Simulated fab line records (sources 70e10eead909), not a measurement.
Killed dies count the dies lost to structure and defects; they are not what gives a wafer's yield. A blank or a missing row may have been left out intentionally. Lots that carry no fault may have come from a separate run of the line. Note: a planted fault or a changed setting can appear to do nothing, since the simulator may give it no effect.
fab line records	flow nand-harc
[record] lots = 5	wafers = 15	last-day = 32
route steps=1302 shown P_ZERO_WELL@68 P_STI@69
lots that met no fault: from a run of the same line without faults
start-h: hours from the record's opening day to when the first of the lot's shown wafers began	wait-h: hours elapsed since this lot's preceding step	" unchanged from the row above	L1.1+2: one row covering several wafers at once	- either no value or no given start	* or withheld: withheld	< > ~ a bound
route shown NAME@n: NAME is a module with steps in the file, n the number in the route of the first one	usual: the fault-free wafers' mean and standard deviation	same: alike in all rows	chamber/n: place in a boat	sites: each site's reading	_std_site: their standard deviation	_edge_site: mean of outer sites minus mean of inner sites	radius-mm: how far each site lies from the wafer's centre	mask NAME#n: copy n	behind: the most recent tool/chamber to have shaped the wafer	hold: cause of the lot's hold/its duration in hours/its outcome	device: names the non-switching transistor (n, p or np)	end of line: the tests these same wafers got at the end of their route	for a step that has no rows: nothing shown but its recipe	killed: dies that structure and defects cost at the first sort, which is not the same as the wafer's yield	map: per-die view of a wafer (x killed, . not killed, _ where there is no die)
set.NAME: setting as actually run; set.NAME@STEP: the setting as run at that earlier step	model.NAME: the simulator's own value behind a step, which no gauge read
lots seen at some steps along the route; tables by step, rows by wafer
services: the hour from which a tool's chamber was out of use, counted from the record's first day as start-h (under 0 if before that day), plus the number of hours and why
[[steps]]
[step NHARC_P_ZERO_WELL_INSPECT_43]
[usual] raw-defect-count = 12/6.5
lot.wafer	tool	chamber	start-h	wait-h	raw-defect-count
L890.4	defect-inspect-01	-	27.47	0.2	26
L890.5	"	-	"	"	14
L890.6	"	-	"	"	23
L894.1	defect-inspect-02	-	67.46	0.6	10
L894.2	"	-	"	"	12
L894.5	"	-	"	"	15
L895.2	defect-inspect-01	-	77.93	0.5	13
L895.3	"	-	"	"	6
L895.6	"	-	"	"	10
L906.2	defect-inspect-02	-	188.31	0.5	11
L906.5	"	-	"	"	13
L906.6	"	-	"	"	8
L909.2	defect-inspect-02	-	217.55	0.5	14
L909.4	"	-	"	"	15
L909.6	"	-	"	"	19
[step NHARC_P_STI_ETCH_26]
[recipe] target-depth-a = 110	chemistry = dHF	material = SiO2
[step NHARC_P_STI_PRECLEAN_27]
[recipe] time-s = *	temp-c = 50	bath-age-min = 0	chemistry = SC1
[step NHARC_P_STI_SRD_28]
[step NHARC_P_STI_OXIDE_29]
[recipe] target-thk-a = 100	temp-c = 900	ox-time-s = 1362	material = SiO2
[step NHARC_P_STI_HM_DEP_30]
[recipe] target-thk-a = 800	temp-c = 790	pressure-mtorr = 300	time-s = 873	material = Si3N4
[step NHARC_P_STI_DEHYDRATE_01]
[recipe] temp-c = 150	time-s = 120
[step NHARC_P_STI_HMDS_02]
[recipe] time-s = 30
[step NHARC_P_STI_COAT_41]
[recipe] temp-c = 200	time-s = 65
[step NHARC_P_STI_COAT_03]
[recipe] spin-rpm = 2000	resist-thk-nm = 600
[step NHARC_P_STI_SOFTBAKE_04]
[recipe] temp-c = 125	time-s = 70
[step NHARC_P_STI_EBR_05]
[step NHARC_P_STI_EXPOSE_06]
[recipe] na = 0.55	target-cd-nm = 200	dose-mj = 37.69	mask-id = P_STI
lot.wafer	tool	chamber	start-h	wait-h	mask
L890.4+5+6	krf-scanner-01	0	45.03	-	P_STI#0
L894.1+2+5	krf-scanner-02	0	83.69	-	P_STI#0
L895.2+3+6	krf-scanner-01	0	96.61	-	P_STI_R1#0
L906.2+5+6	krf-scanner-02	0	204.73	-	P_STI#0
L909.2+4+6	krf-scanner-02	0	234.05	-	P_STI#0
[step NHARC_P_STI_PEB_07]
[recipe] peb-temp-c = 128	peb-time-s = 80
[step NHARC_P_STI_DEVELOP_08]
[recipe] time-s = 50	dev-temp-c = 22
[step NHARC_P_STI_CD_MEAS_09]
[recipe] target-cd-nm = 200	landing-energy-ev = 500
[usual] cd-nm = 198.8/2.1
lot.wafer	tool	chamber	start-h	wait-h	cd-nm
L890.4	cd-sem-03	0	45.18	-	199.8
L890.5	"	0	"	"	198.7
L890.6	"	0	"	"	196.3
L894.1	cd-sem-03	0	83.84	-	201.7
L894.2	"	0	"	"	201.1
L894.5	"	0	"	"	201.2
L895.2	cd-sem-03	0	96.76	-	204.1
L895.3	"	0	"	"	204.5
L895.6	"	0	"	"	203.6
L906.2	cd-sem-01	0	204.88	-	201.1
L906.5	"	0	"	"	201.1
L906.6	"	0	"	"	199.0
L909.2	cd-sem-01	0	234.20	-	197.5
L909.4	"	0	"	"	195.1
L909.6	"	0	"	"	200.3
[step NHARC_P_STI_OVL_MEAS_10]
[usual] overlay-x-nm = 0/5.5	overlay-y-nm = -2/8.2
lot.wafer	tool	chamber	start-h	wait-h	overlay-x-nm	overlay-y-nm
L890.4	overlay-02	-	45.26	-	-5	5
L890.5	"	-	"	"	-5	6
L890.6	"	-	"	"	-5	6
L894.1	overlay-01	-	83.93	-	7	-11
L894.2	"	-	"	"	7	-11
L894.5	"	-	"	"	7	-11
L895.2	overlay-01	-	96.84	-	7	19
L895.3	"	-	"	"	7	18
L895.6	"	-	"	"	7	18
L906.2	overlay-01	-	204.96	-	9	-3
L906.5	"	-	"	"	9	-3
L906.6	"	-	"	"	9	-3
L909.2	overlay-02	-	234.28	-	0	-13
L909.4	"	-	"	"	0	-13
L909.6	"	-	"	"	-1	-13
[step NHARC_P_STI_INSPECT_11]
[usual] raw-defect-count = 6/3.4
lot.wafer	tool	chamber	start-h	wait-h	raw-defect-count
L890.4	defect-inspect-02	-	45.29	0.0	4
L890.5	"	-	"	"	6
L890.6	"	-	"	"	7
L894.1	defect-inspect-02	-	83.96	0.0	3
L894.2	"	-	"	"	7
L894.5	"	-	"	"	3
L895.2	defect-inspect-02	-	96.88	0.0	6
L895.3	"	-	"	"	4
L895.6	"	-	"	"	3
L906.2	defect-inspect-01	-	205.00	0.0	6
L906.5	"	-	"	"	5
L906.6	"	-	"	"	6
L909.2	defect-inspect-01	-	234.32	0.0	6
L909.4	"	-	"	"	5
L909.6	"	-	"	"	7
[step NHARC_P_STI_HARDBAKE_13]
[recipe] temp-c = 118	time-s = 65
[step NHARC_P_STI_DESCUM_14]
[recipe] time-s = 3	o2-flow-sccm = 200	ar-flow-sccm = 0	bias-power-w = 0	chemistry = O2
[usual] drypump-motor-current-A = 5.4/0.52	oes-product-au = 1.004/0.01	rf-vpp-V = 57.8/0.82	showerhead-plenum-p-Torr = 1.93/0.076	throttle-valve-pct = 11.310/0.009
lot.wafer	tool	chamber	start-h	wait-h	drypump-motor-current-A	oes-product-au	rf-hours-counter-h	rf-vpp-V	showerhead-plenum-p-Torr	throttle-valve-pct	model.P_STI.cd-nm
L890.4	rie-diel-03	2	45.45	-	6.6	0.999	10	56.9	2.01	11.330	199.4
L890.6	"	3	"	"	4.9	0.995	-	58.3	1.95	11.318	197.2
L890.5	"	0	"	"	5.4	1.006	-	57.8	1.88	11.319	199.4
L894.2	rie-diel-06	3	84.11	-	5.9	1.017	6	59.0	2.02	11.310	200.9
L894.1	"	0	"	"	5.5	0.995	7	58.5	1.98	11.306	202
L894.5	"	3	"	"	5.9	1.011	-	58.1	2.02	11.298	200.9
L895.3	rie-diel-03	3	97.01	-	4.9	0.997	14	58.1	1.95	11.298	204.4
L895.2	"	2	"	"	6.6	0.997	15	58.2	2.01	11.307	204.2
L895.6	"	2	"	"	6.6	1.003	-	58.3	2.01	11.311	203.6
L906.2	rie-diel-06	3	205.16	-	5.8	1.005	4	57.7	2.02	11.312	200.7
L906.6	"	0	"	"	5.5	0.994	-	57.8	1.98	11.309	198.7
L906.5	"	1	"	"	5.6	0.998	-	58.0	2.05	11.312	201.1
L909.2	rie-diel-12	1	234.45	-	6.0	1.000	7	58.2	1.94	11.312	197.5
L909.4	"	2	"	"	5.3	1.012	7	58.2	1.85	11.303	195
L909.6	"	2	"	"	5.3	1.013	-	58.6	1.85	11.319	200.4
[step NHARC_P_STI_ETCH_42]
[recipe] target-depth-a = 800	overetch-a = 240	time-s = 61	ion-energy-ev = 200	n2-flow-sccm = 150	h2-flow-sccm = 150	ar-flow-sccm = 0	rf-w = 400	bias-w = 150	chemistry = N2/H2
[usual] drypump-motor-current-A = 5.5/0.54	h2-flow-sccm = 150.0/0.46	n2-flow-sccm = 149.9/0.45	oes-product-au = 1.004/0.01	rf-vpp-V = 431.3/2.5	showerhead-plenum-p-Torr = 2.07/0.08	throttle-valve-pct = 14.172/0.0095
lot.wafer	tool	chamber	start-h	wait-h	drypump-motor-current-A	h2-flow-sccm	n2-flow-sccm	oes-product-au	rf-hours-counter-h	rf-vpp-V	showerhead-plenum-p-Torr	throttle-valve-pct
L890.4	rie-diel-03	2	45.51	0.1	6.6	149.5	150.3	0.994	10	434.2	2.15	14.175
L890.6	"	2	"	"	6.6	149.2	150.3	0.997	-	432.3	2.15	14.171
L890.5	"	3	"	"	4.9	149.7	149.4	0.996	-	431.8	2.08	14.169
L894.1	rie-diel-06	1	84.19	0.1	5.6	150.6	150.1	1.013	6	434.8	2.19	14.171
L894.2	"	2	"	"	5.0	150.8	151.0	1.012	7	426.0	1.90	14.192
L894.5	"	1	"	"	5.6	149.6	149.5	1.022	-	434.3	2.19	14.158
L895.2	rie-diel-03	2	97.12	0.1	6.6	150.0	149.7	0.999	15	434.5	2.14	14.164
L895.3	"	3	"	"	4.9	150.7	150.5	1.007	14	431.4	2.08	14.157
L895.6	"	2	"	"	6.6	149.8	149.0	0.997	-	431.0	2.14	14.186
L906.2	rie-diel-06	2	205.22	0.1	5.0	149.4	150.2	1.002	5	425.4	1.90	14.180
L906.6	"	2	"	"	5.0	149.8	149.5	1.001	-	426.1	1.90	14.172
L906.5	"	3	"	"	5.9	149.1	149.7	0.988	-	434.3	2.16	14.182
L909.4	rie-diel-12	1	234.55	0.1	6.0	150.8	150.2	1.008	7	432.6	2.07	14.169
L909.2	"	2	"	"	5.3	149.7	150.1	1.005	7	429.1	1.97	14.182
L909.6	"	0	"	"	5.1	149.5	150.1	1.002	-	434.2	2.12	14.169
[step NHARC_P_STI_ETCH_31]
[recipe] target-depth-a = 1089	time-s = 54.5	cf4-flow-sccm = 100	chf3-flow-sccm = 30	ar-flow-sccm = 0	rf-w = 500	bias-w = 200	chemistry = CF4/CHF3
[usual] drypump-motor-current-A = 5.4/0.52	oes-product-au = 0.967/0.017	rf-vpp-V = 371.1/2.1	showerhead-plenum-p-Torr = 1.59/0.058	throttle-valve-pct = 16.802/0.0096
lot.wafer	tool	chamber	start-h	wait-h	drypump-motor-current-A	oes-product-au	rf-hours-counter-h	rf-vpp-V	showerhead-plenum-p-Torr	throttle-valve-pct
L890.4	rie-diel-03	1	-	-	4.8	0.993	9	369.1	1.53	16.800
L890.6	"	2	"	"	6.6	0.980	-	373.2	1.65	16.813
L890.5	"	3	"	"	4.9	0.964	-	371.4	1.60	16.792
L894.1	rie-diel-06	3	-	-	5.8	0.933	6	373.0	1.66	16.812
L894.2	"	1	"	"	5.6	0.945	6	375.5	1.68	16.796
L894.5	"	3	"	"	5.9	0.932	-	374.8	1.66	16.804
L895.3	rie-diel-03	1	-	-	4.8	0.978	14	370.5	1.53	16.788
L895.2	"	3	"	"	4.9	0.951	14	372.1	1.60	16.803
L895.6	"	2	"	"	6.6	0.962	-	372.8	1.65	16.799
L906.2	rie-diel-06	0	-	-	5.5	0.967	5	372.5	1.62	16.810
L906.6	"	3	"	"	5.9	0.980	-	373.6	1.66	16.797
L906.5	"	0	"	"	5.5	0.967	-	372.7	1.62	16.828
L909.2	rie-diel-12	0	-	-	5.1	0.983	7	372.7	1.63	16.798
L909.4	"	3	"	"	5.1	0.972	7	372.3	1.61	16.816
L909.6	"	1	"	"	6.0	0.961	-	370.7	1.59	16.801
[step NHARC_P_STI_ETCH_15]
[recipe] target-depth-a = 3000	taper-deg = 4	time-s = 100.1	hbr-flow-sccm = 150	cl2-flow-sccm = 50	rf-w = 400	icp-w = 400	bias-w = 100	chemistry = HBr/Cl2
[usual] drypump-motor-current-A = 5.66/0.29	mfc-cl2-sccm = 49.99/0.16	oes-product-au = 1.000/0.01	throttle-valve-pct = 26.406/0.0096
lot.wafer	tool	chamber	start-h	wait-h	drypump-motor-current-A	mfc-cl2-sccm	oes-product-au	rf-hours-counter-h	throttle-valve-pct	model.P_STI.cd-nm
L890.4	rie-si-05	2	45.70	-	5.33	49.61	0.991	0.4	26.408	199.1
L890.6	"	2	"	"	5.35	49.68	0.997	-	26.415	197.3
L890.5	"	3	"	"	5.76	49.83	1.002	-	26.397	198.5
L894.2	rie-si-05	0	84.84	-	5.03	49.82	1.008	1.0	26.416	198.3
L894.1	"	1	"	"	5.69	50.00	0.989	0.7	26.402	200.8
L894.5	"	0	"	"	5.04	49.92	0.995	-	26.411	199.3
L895.3	rie-si-05	0	97.34	-	5.06	50.02	0.984	1.1	26.414	203.7
L895.2	"	1	"	"	5.68	49.90	0.989	0.8	26.397	203.7
L895.6	"	2	"	"	5.34	49.86	0.983	-	26.411	204.8
L906.2	rie-si-04	3	205.45	-	5.64	49.74	1.002	0.2	26.397	200
L906.6	"	0	"	"	5.94	49.92	1.011	-	26.402	198.4
L906.5	"	1	"	"	5.95	50.15	0.999	-	26.402	201.2
L909.4	rie-si-05	3	234.80	-	5.78	50.20	0.982	0.6	26.402	194.3
L909.2	"	0	"	"	5.03	49.77	0.999	0.6	26.407	198.5
L909.6	"	3	"	"	5.75	50.29	0.992	-	26.397	200.1
[step NHARC_P_STI_CD_MEAS_16]
[usual] cd-nm = 198.5/2.2
lot.wafer	tool	chamber	start-h	wait-h	cd-nm
L890.4	cd-sem-01	-	45.87	-	199.2
L890.5	"	-	"	"	199.0
L890.6	"	-	"	"	197.4
L894.1	cd-sem-03	-	84.98	-	200.7
L894.2	"	-	"	"	198.3
L894.5	"	-	"	"	199.0
L895.2	cd-sem-01	-	97.52	-	203.7
L895.3	"	-	"	"	203.7
L895.6	"	-	"	"	204.9
L906.2	cd-sem-01	-	205.57	-	199.9
L906.5	"	-	"	"	201.2
L906.6	"	-	"	"	198.5
L909.2	cd-sem-03	-	234.97	-	198.3
L909.4	"	-	"	"	194.5
L909.6	"	-	"	"	200.0
[step NHARC_P_STI_OCD_MEAS_17]
[usual] trench-depth-nm = 300/4.5	trench-foot-cd-nm = 156.8/2.2
lot.wafer	tool	chamber	start-h	wait-h	trench-depth-nm	trench-foot-cd-nm
L890.4	ocd-02	-	45.96	0.1	298	158.4
L890.5	"	-	"	"	301	157.0
L890.6	"	-	"	"	301	154.5
L894.1	ocd-02	-	85.07	0.1	296	160.4
L894.2	"	-	"	"	299	159.2
L894.5	"	-	"	"	297	159.7
L895.2	ocd-01	-	97.60	0.1	292	163.7
L895.3	"	-	"	"	297	162.4
L895.6	"	-	"	"	293	162.6
L906.2	ocd-01	-	205.66	0.1	301	158.8
L906.5	"	-	"	"	300	159.3
L906.6	"	-	"	"	307	155.5
L909.2	ocd-02	-	235.07	0.1	301	155.0
L909.4	"	-	"	"	295	153.8
L909.6	"	-	"	"	299	159.4
[step NHARC_P_STI_STRIP_19]
[recipe] time-s = 900	temp-c = 130	chemistry = SPM
[[services]]
tool	chamber	start-h	hours	kind
rie-diel-03	3	53.04	4.4	repair
rie-diel-06	1	55.49	8.3	repair
rie-si-05	1	65.21	5.8	repair
rie-diel-12	3	79.94	14.5	repair
krf-scanner-02	-	88.90	1.4	repair
rie-diel-12	-	91.43	9.0	pm
rie-diel-03	0	92.55	7.2	repair
krf-scanner-02	-	94.00	4.0	pm
rie-si-05	3	96.99	2.6	repair
rie-diel-03	-	104.62	9.0	pm
rie-si-04	1	115.54	8.0	repair
rie-diel-03	-	126.34	0.7	repair
rie-si-05	-	128.00	9.0	pm
krf-scanner-01	-	130.02	2.0	repair
rie-diel-06	-	130.20	9.0	pm
krf-scanner-01	-	140.00	4.0	pm
rie-diel-12	3	144.69	1.3	repair
rie-si-05	1	145.02	1.2	repair
rie-si-04	0	145.15	1.1	repair
rie-diel-12	1	162.74	2.5	repair
rie-diel-03	2	164.24	6.0	repair
rie-diel-03	-	171.30	0.6	repair
rie-diel-06	1	178.72	3.1	repair
krf-scanner-01	-	205.93	0.3	repair
[[key]]
[first-sign] step = NHARC_P_STI_EXPOSE_06	reading = mask	direction = changed
[effect] step = NHARC_P_STI_CD_MEAS_09	reading = cd-nm	direction = up	sigmas = 2.6	usual = 198.8	struck = 204.1
[effect] step = NHARC_P_STI_CD_MEAS_16	reading = cd-nm	direction = up	sigmas = 2.6	usual = 198.5	struck = 204.1
[effect] step = NHARC_P_STI_OCD_MEAS_17	reading = trench-foot-cd-nm	direction = up	sigmas = 2.7	usual = 156.8	struck = 162.9
[model-effect] step = NHARC_P_STI_DESCUM_14	value = P_STI.cd-nm	without = 199.1	struck = 204.1
[model-effect] step = NHARC_P_STI_ETCH_15	value = P_STI.cd-nm	without = 199.1	struck = 204
met-at NHARC_P_STI_EXPOSE_06
struck-wafers L895.2,L895.3,L895.6
tester-left-out L895
onset-between 45.03 96.61
[fault] kind = wrong-mask	tool = any	chamber = -	onset-h = 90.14	steps = NHARC_P_STI_EXPOSE_06	aux-copy = P_STI_R1#0	cd-offset-nm = 4.9619	scope = struck-lots-only
// tester-left-out: of these lots the tester's yield and bins aren't shown, on N5 and GAA mostly nor the transistor test; their killed dies are dies lost to structure and defects alone, not to doping, threshold or leakage, so they don't give the yield
